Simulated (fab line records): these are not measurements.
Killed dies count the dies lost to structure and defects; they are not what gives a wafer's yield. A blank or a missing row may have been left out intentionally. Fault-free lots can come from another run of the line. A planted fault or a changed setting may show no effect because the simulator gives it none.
The tool behind it: which one? :: flow nandHarc :: 13 lots with 39 wafers sampled at 5 steps, on a route of 1302 steps

## WHAT THE GAUGES READ, wafer by wafer
NHARC_A_ONON_D1_THK_MEAS_27: measures by ellipsometry. Usual: thkNm at 1000 nm, with a standard deviation of 9.1.
lot: L381
measured: day 8 13:19
on: filmMetro-02
thkNm (nm): 1003 1003 1004
flag: 

lot: L382
measured: day 9 04:38
on: filmMetro-02
thkNm (nm): 1003 1004 1004
flag: 

lot: L384
measured: day 9 14:58
on: filmMetro-01
thkNm (nm): 1006 1005 1004
flag: 

lot: L385
measured: day 9 21:46
on: filmMetro-01
thkNm (nm): 975 974 976
flag: 

lot: L386
measured: day 9 21:47
on: filmMetro-02
thkNm (nm): 999 1001 1000
flag: 

lot: L388
measured: day 11 12:16
on: filmMetro-01
thkNm (nm): 997 997 997
flag: 

lot: L390
measured: day 12 05:06
on: filmMetro-02
thkNm (nm): 1011 1011 1009
flag: 

lot: L391
measured: day 12 12:04
on: filmMetro-02
thkNm (nm): 1008 1006 1007
flag: 

lot: L392
measured: day 12 18:41
on: filmMetro-02
thkNm (nm): 1008 1008 1007
flag: 

lot: L394
measured: day 13 10:01
on: filmMetro-01
thkNm (nm): 987 988 988
flag: 

lot: L399
measured: day 15 19:40
on: filmMetro-02
thkNm (nm): 1002 1001 1004
flag: 

lot: L401
measured: day 16 20:56
on: filmMetro-01
thkNm (nm): 991 991 990
flag: 

lot: L404
measured: day 17 20:50
on: filmMetro-01
thkNm (nm): 1008 1007 1006
flag: 

NHARC_A_ONON_D1_THK_MEAS_30: measures by ellipsometry. Usual: thkNm at 1002 nm, with a standard deviation of 11.
lot: L381
measured: day 8 13:53
on: filmMetro-02
thkNm (nm): 1013 1015 1015
flag: 

lot: L382
measured: day 9 05:12
on: filmMetro-01
thkNm (nm): 1017 1019 1017
flag: 

lot: L384
measured: day 9 15:32
on: filmMetro-01
thkNm (nm): 1011 1010 1010
flag: 

lot: L385
measured: day 9 22:20
on: filmMetro-01
thkNm (nm): 1005 1005 1006
flag: 

lot: L386
measured: day 9 22:20
on: filmMetro-01
thkNm (nm): 1006 1005 1004
flag: 

lot: L388
measured: day 11 12:50
on: filmMetro-02
thkNm (nm): 991 990 992
flag: 

lot: L390
measured: day 12 05:40
on: filmMetro-01
thkNm (nm): 1002 1004 1003
flag: 

lot: L391
measured: day 12 12:38
on: filmMetro-01
thkNm (nm): 1002 1003 1004
flag: 

lot: L392
measured: day 12 19:15
on: filmMetro-02
thkNm (nm): 1005 1006 1003
flag: 

lot: L394
measured: day 13 10:35
on: filmMetro-01
thkNm (nm): 1009 1007 1008
flag: 

lot: L399
measured: day 15 20:13
on: filmMetro-01
thkNm (nm): 993 993 995
flag: 

lot: L401
measured: day 16 21:31
on: filmMetro-01
thkNm (nm): 1004 1004 1005
flag: 

lot: L404
measured: day 17 21:24
on: filmMetro-01
thkNm (nm): 1001 1001 1000
flag: 

NHARC_A_CHANNEL_HOLE_D1_OVL_MEAS_11. Usual: overlayXNm 0.2 nm, standard deviation 0.7; overlayYNm -0.1 nm, standard deviation 0.8.
lot: L381
measured: day 8 17:07
on: overlay-02
overlayXNm (nm): -0.4 -0.6 -1.3
overlayYNm (nm): 1.7 1.0 1.1
flag: 

lot: L382
measured: day 9 08:52
on: overlay-01
overlayXNm (nm): 0.3 1.0 0.0
overlayYNm (nm): -2.4 -2.0 -1.8
flag: 

lot: L384
measured: day 9 18:53
on: overlay-02
overlayXNm (nm): -0.2 -0.4 -0.2
overlayYNm (nm): 0.7 0.9 0.9
flag: 

lot: L385
measured: day 10 05:09
on: overlay-01
overlayXNm (nm): 1.5 1.0 1.7
overlayYNm (nm): -0.6 -0.5 -0.1
flag: 

lot: L386
measured: day 10 05:34
on: overlay-02
overlayXNm (nm): 0.2 -0.5 -0.4
overlayYNm (nm): -0.8 -0.7 -0.3
flag: 

lot: L388
measured: day 11 20:18
on: overlay-02
overlayXNm (nm): -1.2 -0.3 -1.1
overlayYNm (nm): -1.0 -0.8 -1.2
flag: 

lot: L390
measured: day 12 08:50
on: overlay-01
overlayXNm (nm): 1.0 1.2 0.8
overlayYNm (nm): 0.3 0.5 0.2
flag: 

lot: L391
measured: day 12 17:44
on: overlay-01
overlayXNm (nm): -0.1 0.3 0.1
overlayYNm (nm): -0.7 0.0 -0.2
flag: 

lot: L392
measured: day 13 01:23
on: overlay-01
overlayXNm (nm): 0.0 0.8 0.3
overlayYNm (nm): -0.3 0.2 -0.4
flag: 

lot: L394
measured: day 13 13:54
on: overlay-01
overlayXNm (nm): -0.2 -0.5 -0.3
overlayYNm (nm): -0.3 -0.5 -0.4
flag: 

lot: L399
measured: day 15 23:28
on: overlay-02
overlayXNm (nm): -0.6 -0.7 -0.6
overlayYNm (nm): 0.8 0.8 1.2
flag: 

lot: L401
measured: day 17 03:53
on: overlay-01
overlayXNm (nm): 1.1 1.8 1.0
overlayYNm (nm): -2.1 -1.0 -1.9
flag: 

lot: L404
measured: day 18 03:08
on: overlay-02
overlayXNm (nm): 0.5 0.3 0.1
overlayYNm (nm): -0.9 -0.9 -1.1
flag: 

NHARC_END_SORT_01. Usual: killedAtArray 50, standard deviation 20; killedAtOther 1.2, standard deviation 1.5; killedAtPeriphery 3.6, standard deviation 2.6; killedDies 55, standard deviation 20; killedOpen 3.4, standard deviation 2; killedShort 2.7, standard deviation 1.6.
lot: L382
measured: day 25 05:59
on: prober-02
killedAtArray: 83 104 97
killedAtOther: 2 2 0
killedAtPeriphery: 0 3 3
killedDies: 85 109 100
killedOpen: 3 2 4
killedShort: 1 5 4
flag: 

lot: L385
measured: day 26 03:17
on: prober-01
killedAtArray: 55 49 57
killedAtOther: 4 4 5
killedAtPeriphery: 1 0 4
killedDies: 60 53 66
killedOpen: 1 2 4
killedShort: 1 1 5
flag: 

lot: L388
measured: day 27 22:52
on: prober-02
killedAtArray: 63 69 59
killedAtOther: 0 0 0
killedAtPeriphery: 4 2 2
killedDies: 67 71 61
killedOpen: 7 1 5
killedShort: 4 3 2
flag: 

## WHICH TOOL RAN EACH LOT (tool, then ch and the chambers of the sampled wafers, then the start)
lot: L381
NHARC_A_CHANNEL_HOLE_D1_DEP_01: pecvd-01 ch 0,1,2, day 8 16:28

lot: L382
NHARC_A_CHANNEL_HOLE_D1_DEP_01: pecvd-04 ch 0,1,2, day 9 08:05

lot: L384
NHARC_A_CHANNEL_HOLE_D1_DEP_01: pecvd-03 ch 0,1,2, day 9 18:08

lot: L385
NHARC_A_CHANNEL_HOLE_D1_DEP_01: pecvd-04 ch 0,1,2, day 10 04:22

lot: L386
NHARC_A_CHANNEL_HOLE_D1_DEP_01: pecvd-01 ch 0,1,2, day 10 04:53

lot: L388
NHARC_A_CHANNEL_HOLE_D1_DEP_01: pecvd-01 ch 0,2, day 11 19:31

lot: L390
NHARC_A_CHANNEL_HOLE_D1_DEP_01: pecvd-03 ch 0,1,2, day 12 08:08

lot: L391
NHARC_A_CHANNEL_HOLE_D1_DEP_01: pecvd-03 ch 0,1,2, day 12 17:03

lot: L392
NHARC_A_CHANNEL_HOLE_D1_DEP_01: pecvd-01 ch 0,1,2, day 13 00:47

lot: L394
NHARC_A_CHANNEL_HOLE_D1_DEP_01: pecvd-03 ch 0,2, day 13 13:07

lot: L399
NHARC_A_CHANNEL_HOLE_D1_DEP_01: pecvd-03 ch 0,1,2, day 15 22:49

lot: L401
NHARC_A_CHANNEL_HOLE_D1_DEP_01: pecvd-03 ch 0,1,2, day 17 03:10

lot: L404
NHARC_A_CHANNEL_HOLE_D1_DEP_01: pecvd-04 ch 0,1,2, day 18 02:32
- NHARC_A_CHANNEL_HOLE_D1_DEP_01: deposits SiON, target thk 140 nm.

## AS READ BY THE TOOLS THEMSELVES (means over the sampled wafers that have a number; for cases with no such wafer, the mark the record gives instead)
NHARC_A_CHANNEL_HOLE_D1_DEP_01. Usual: chamberPressureTorr 3.500 Torr, standard deviation 0.0074; heaterPowerOuterW 439 W, standard deviation 77; heaterPowerW 724 W, standard deviation 120; rfFwdPowerW 348.7 W, standard deviation 1.1.
lot: L381
tool: pecvd-01
chamberPressureTorr (Torr): 3.500
heaterPowerOuterW (W): 407
heaterPowerW (W): 678
rfFwdPowerW (W): 346.4
flag: 

lot: L382
tool: pecvd-04
chamberPressureTorr (Torr): 3.497
heaterPowerOuterW (W): 414
heaterPowerW (W): 704
rfFwdPowerW (W): 348.8
flag: 

lot: L384
tool: pecvd-03
chamberPressureTorr (Torr): 3.505
heaterPowerOuterW (W): 442
heaterPowerW (W): 736
rfFwdPowerW (W): 349.0
flag: 

lot: L385
tool: pecvd-04
chamberPressureTorr (Torr): 3.495
heaterPowerOuterW (W): 390
heaterPowerW (W): 672
rfFwdPowerW (W): 349.1
flag: 

lot: L386
tool: pecvd-01
chamberPressureTorr (Torr): 3.503
heaterPowerOuterW (W): 437
heaterPowerW (W): 711
rfFwdPowerW (W): 347.9
flag: 

lot: L388
tool: pecvd-01
chamberPressureTorr (Torr): 3.497
heaterPowerOuterW (W): 444
heaterPowerW (W): 720
rfFwdPowerW (W): 347.4
flag: 

lot: L390
tool: pecvd-03
chamberPressureTorr (Torr): 3.493
heaterPowerOuterW (W): 492
heaterPowerW (W): 788
rfFwdPowerW (W): 347.5
flag: 

lot: L391
tool: pecvd-03
chamberPressureTorr (Torr): 3.498
heaterPowerOuterW (W): 437
heaterPowerW (W): 725
rfFwdPowerW (W): 350.0
flag: 

lot: L392
tool: pecvd-01
chamberPressureTorr (Torr): 3.502
heaterPowerOuterW (W): 451
heaterPowerW (W): 718
rfFwdPowerW (W): 348.4
flag: 

lot: L394
tool: pecvd-03
chamberPressureTorr (Torr): 3.510
heaterPowerOuterW (W): 498
heaterPowerW (W): 850
rfFwdPowerW (W): 348.7
flag: 

lot: L399
tool: pecvd-03
chamberPressureTorr (Torr): 3.501
heaterPowerOuterW (W): 453
heaterPowerW (W): 750
rfFwdPowerW (W): 404.9
flag: OFF

lot: L401
tool: pecvd-03
chamberPressureTorr (Torr): 3.494
heaterPowerOuterW (W): 456
heaterPowerW (W): 736
rfFwdPowerW (W): 404.9
flag: OFF

lot: L404
tool: pecvd-04
chamberPressureTorr (Torr): 3.499
heaterPowerOuterW (W): 410
heaterPowerW (W): 716
rfFwdPowerW (W): 349.2
flag: 

## THE ANSWER, worked out from the rows above alone
Rule: take the mean of a lot's wafers that have a number; if it is more than 3 standard deviations from the usual mean, the lot is off. A lot without any number at a reading at which 4 lots or more have one is off too. The other lots that the step has rows for count as sound. The gauges are gone through in route order, then the tools' own readings, and for those a lot's mean is taken as printed above. The first step at which some lot is off is used, and at that step the reading that is off furthest; a lot without a number counts as furthest.
Off, at NHARC_A_CHANNEL_HOLE_D1_DEP_01 on rfFwdPowerW: L399, L401.
If a tool, at that step or one of the process steps before it, ran each lot that is off and ran no sound lot following the first of them, it fits. One fits: pecvd-03 at NHARC_A_CHANNEL_HOLE_D1_DEP_01. A fault onset in the window from L394 (day 13 13:07, its last sound lot) to L399 (day 15 22:49, its first lot off) fits.
On the lots that are off, the tool's own readings at NHARC_A_CHANNEL_HOLE_D1_DEP_01 differ by more than 5 times the standard deviation of the sound lots' means, which bears it out; rfFwdPowerW reads 404.9 W there versus 348.4 W on the sound lots.

## WHAT THE SIMULATOR HAD INSERTED
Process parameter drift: pecvd-03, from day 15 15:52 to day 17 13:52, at NHARC_A_CHANNEL_HOLE_D1_DEP_01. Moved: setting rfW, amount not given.
Shown lots that were struck: L399, L401. The rule given above showed the same thing.
